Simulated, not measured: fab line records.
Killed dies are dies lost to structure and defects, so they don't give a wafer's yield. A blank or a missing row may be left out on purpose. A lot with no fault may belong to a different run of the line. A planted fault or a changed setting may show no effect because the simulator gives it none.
Chamber matching	flow nand_harc	3 sister chambers for NHARC_P_M0_PRE_CLEAN_31 on pecvd-01
The step time 12 s. 3 wafers are shown with their chamber, then 12 later ones without.

WAFERS PAIRED WITH THEIR CHAMBERS
wafer	chamber	heater_power_w (W)
L080.1	0	581
L083.6	1	614
L084.6	2	583

WAFERS WITH NO CHAMBER GIVEN
wafer	heater_power_w (W)
L085.1	557
L085.2	576
L085.3	661
L087.1	633
L087.4	640
L087.6	520
L090.1	675
L090.3	573
L090.6	635
L096.1	635
L096.2	631
L096.6	608

WHICH CHAMBER EACH ONE RAN IN
wafer	from the rows above	in truth
L085.1	can't be placed: 0 or 2 or 1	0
L085.2	can't be placed: 0 or 2 or 1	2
L085.3	can't be placed: 1 or 2 or 0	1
L087.1	can't be placed: 1 or 2 or 0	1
L087.4	can't be placed: 1 or 2 or 0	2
L087.6	can't be placed: 0 or 2 or 1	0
L090.1	can't be placed: 1 or 2 or 0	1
L090.3	can't be placed: 0 or 2 or 1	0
L090.6	can't be placed: 1 or 2 or 0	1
L096.1	can't be placed: 1 or 2 or 0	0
L096.2	can't be placed: 1 or 2 or 0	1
L096.6	can't be placed: 1 or 2 or 0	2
Correctly placed: 0 of 12. Can't be placed from these rows: 12 (the true chamber is among the candidates in 12). 0 placed wrongly.
How it was worked out, from the rows above alone: a wafer's distance from a chamber is the root of the sum, over the readings, of the square of ((its reading less the chamber's mean) divided by the reading's scatter). If the next closest chamber is less than 2 further off than the closest, the wafer can't be placed; otherwise it belongs to the closest. The mean given for a chamber averages the wafers shown for that chamber. The scatter: with one shown wafer a chamber, the root of the mean of the squares of how far each hidden wafer lies from its nearest shown one.
